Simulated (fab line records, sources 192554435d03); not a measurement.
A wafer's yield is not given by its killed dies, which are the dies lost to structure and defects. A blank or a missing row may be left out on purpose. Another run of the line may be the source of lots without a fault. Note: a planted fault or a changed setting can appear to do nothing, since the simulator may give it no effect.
Chamber matching || flow n5 finfet || N5_HKMG_FIN_ALD_71 on ald metal-03: 4 sister chambers
The step deposits TiN, target thk 1 nm, pulse time 1 s, purge time 3 s. 8 wafers are shown with their chamber, then 9 later ones without.

WAFERS, EACH WITH ITS CHAMBER
{"wafer": "L080.1", "chamber": 2, "heater power w (W)": 666, "precursor pulse height rel": 0.980}
{"wafer": "L080.5", "chamber": 1, "heater power w (W)": 1029, "precursor pulse height rel": 0.999}
{"wafer": "L083.1", "chamber": 1, "heater power w (W)": 1009, "precursor pulse height rel": 0.968}
{"wafer": "L083.2", "chamber": 2, "heater power w (W)": 653, "precursor pulse height rel": 1.009}
{"wafer": "L083.3", "chamber": 0, "heater power w (W)": 847, "precursor pulse height rel": 0.995}
{"wafer": "L083.4", "chamber": 3, "heater power w (W)": 944, "precursor pulse height rel": 1.030}
{"wafer": "L083.5", "chamber": 0, "heater power w (W)": 862, "precursor pulse height rel": 0.984}
{"wafer": "L083.6", "chamber": 3, "heater power w (W)": 934, "precursor pulse height rel": 1.041}

WAFERS WHOSE CHAMBER IS MISSING
{"wafer": "L085.3", "heater power w (W)": 1047, "precursor pulse height rel": 0.985}
{"wafer": "L085.4", "heater power w (W)": 656, "precursor pulse height rel": 1.005}
{"wafer": "L085.6", "heater power w (W)": 662, "precursor pulse height rel": 1.033}
{"wafer": "L095.1", "heater power w (W)": 1041, "precursor pulse height rel": 1.006}
{"wafer": "L095.3", "heater power w (W)": 954, "precursor pulse height rel": 1.000}
{"wafer": "L095.4", "heater power w (W)": 645, "precursor pulse height rel": 1.005}
{"wafer": "L096.1", "heater power w (W)": 864, "precursor pulse height rel": 0.997}
{"wafer": "L096.3", "heater power w (W)": 1036, "precursor pulse height rel": 1.028}
{"wafer": "L096.4", "heater power w (W)": 941, "precursor pulse height rel": 1.014}

WHICH CHAMBER EACH ONE RAN IN
{"wafer": "L085.3", "from the rows above": 1, "in truth": 1}
{"wafer": "L085.4", "from the rows above": 2, "in truth": 2}
{"wafer": "L085.6", "from the rows above": 2, "in truth": 2}
{"wafer": "L095.1", "from the rows above": 1, "in truth": 1}
{"wafer": "L095.3", "from the rows above": 3, "in truth": 3}
{"wafer": "L095.4", "from the rows above": 2, "in truth": 2}
{"wafer": "L096.1", "from the rows above": 0, "in truth": 0}
{"wafer": "L096.3", "from the rows above": 1, "in truth": 1}
{"wafer": "L096.4", "from the rows above": 3, "in truth": 3}
Correctly placed: 9 of 9. From these rows, 0 cannot be placed. Wrongly placed: 0.
How it was worked out, from the rows above alone: a wafer's distance from a chamber is the root of the sum, over the readings, of the square of ((its reading less the chamber's mean) divided by the reading's scatter). The wafer belongs to the nearest chamber; if the next one is less than 2 further off, it can't be placed. For every chamber, the mean is computed from those of its wafers that are shown. The scatter is the square root of a quotient: the sum, over the shown wafers, of each reading's squared deviation from its chamber's mean, divided by wafers minus chambers.
